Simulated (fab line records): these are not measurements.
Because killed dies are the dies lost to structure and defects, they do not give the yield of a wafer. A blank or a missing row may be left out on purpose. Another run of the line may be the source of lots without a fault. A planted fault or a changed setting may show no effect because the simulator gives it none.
Matching of chambers / flow nand harc / NHARC_THIN_TSV_DEP_47 on pecvd-03 has 3 sister chambers
The step deposits SiO2, target thk 200 nm. 6 wafers are shown with their chamber, then 7 later ones without.

WAFERS WITH THEIR CHAMBER
wafer=L485.6; chamber=0; throttle valve pct (%)=15.7; rf fwd power W (W)=897.2
wafer=L488.1; chamber=1; throttle valve pct (%)=15.9; rf fwd power W (W)=904.0
wafer=L488.5; chamber=1; throttle valve pct (%)=16.4; rf fwd power W (W)=898.2
wafer=L488.6; chamber=2; throttle valve pct (%)=15.8; rf fwd power W (W)=899.1
wafer=L487.1; chamber=0; throttle valve pct (%)=16.0; rf fwd power W (W)=896.7
wafer=L487.2; chamber=2; throttle valve pct (%)=15.7; rf fwd power W (W)=899.2

WAFERS WITHOUT THEIR CHAMBER
wafer=L487.4; throttle valve pct (%)=15.8; rf fwd power W (W)=897.1
wafer=L494.1; throttle valve pct (%)=16.1; rf fwd power W (W)=899.2
wafer=L494.4; throttle valve pct (%)=16.1; rf fwd power W (W)=901.5
wafer=L494.6; throttle valve pct (%)=15.8; rf fwd power W (W)=896.7
wafer=L493.1; throttle valve pct (%)=15.8; rf fwd power W (W)=900.5
wafer=L493.4; throttle valve pct (%)=15.5; rf fwd power W (W)=899.4
wafer=L493.6; throttle valve pct (%)=16.1; rf fwd power W (W)=899.2

THE CHAMBER EACH PASSED THROUGH
wafer=L487.4; from the rows above=can't be placed: 0 or 2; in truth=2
wafer=L494.1; from the rows above=can't be placed: 1 or 0 or 2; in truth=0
wafer=L494.4; from the rows above=can't be placed: 1 or 2 or 0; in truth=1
wafer=L494.6; from the rows above=can't be placed: 0 or 2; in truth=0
wafer=L493.1; from the rows above=can't be placed: 2 or 1 or 0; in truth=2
wafer=L493.4; from the rows above=can't be placed: 2 or 0 or 1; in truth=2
wafer=L493.6; from the rows above=can't be placed: 1 or 0 or 2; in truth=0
Correct placement for 0 of the 7. Not placeable from these rows: 7 (in 7, the candidates include the true chamber). Wrongly placed: 0.
How it was worked out, from the rows above alone: a wafer's distance from a chamber is the root of the sum, over the readings, of the square of ((its reading less the chamber's mean) divided by the reading's scatter). The wafer belongs to the nearest chamber; if the next one is less than 2 further off, it can't be placed. The mean given for a chamber averages the wafers shown for that chamber. The scatter is the square root of a quotient: the sum, over the shown wafers, of each reading's squared deviation from its chamber's mean, divided by wafers minus chambers.
